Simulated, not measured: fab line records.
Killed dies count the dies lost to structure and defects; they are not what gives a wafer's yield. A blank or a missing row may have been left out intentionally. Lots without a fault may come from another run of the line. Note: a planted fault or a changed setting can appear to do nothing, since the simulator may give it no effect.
Chamber matching    flow nandHarc    NHARC_A_STAIRCASE_DEP_259 on pecvd-01: 3 sister chambers
The step deposits SiON, target thk 30 nm. 3 wafers are shown with their chamber, then 10 later ones without.

== WAFERS WITH THEIR CHAMBER ==
wafer   chamber  heaterPowerW (W)
L087.6  1        673
L089.2  2        832
L089.3  0        751

== WAFERS WITHOUT THEIR CHAMBER ==
wafer   heaterPowerW (W)
L089.5  763
L092.1  794
L092.2  747
L092.3  788
L096.2  755
L096.4  828
L096.6  767
L097.4  767
L097.5  738
L097.6  806

== WHICH CHAMBER EACH WENT THROUGH ==
wafer    from the rows above       in truth
L089.5   0                         0
L092.1   can't be placed: 2 or 0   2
L092.2   0                         0
L092.3   can't be placed: 0 or 2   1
L096.2   0                         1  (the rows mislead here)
L096.4   2                         2
L096.6   0                         0
L097.4   0                         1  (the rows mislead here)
L097.5   0                         0
L097.6   can't be placed: 2 or 0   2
Correct placement for 5 of the 10. Unplaceable from these rows: 3, with the true chamber sitting among the candidates in 2. Number placed wrongly: 2.
How it was worked out, from the rows above alone: a wafer's distance from a chamber is the root of the sum, over the readings, of the square of ((its reading less the chamber's mean) divided by the reading's scatter). If the next closest chamber is less than 2 further off than the closest, the wafer can't be placed; otherwise it belongs to the closest. A chamber's mean is the mean of its shown wafers. The scatter: root of mean squared gap, hidden wafer to nearest shown wafer, with one shown wafer a chamber.
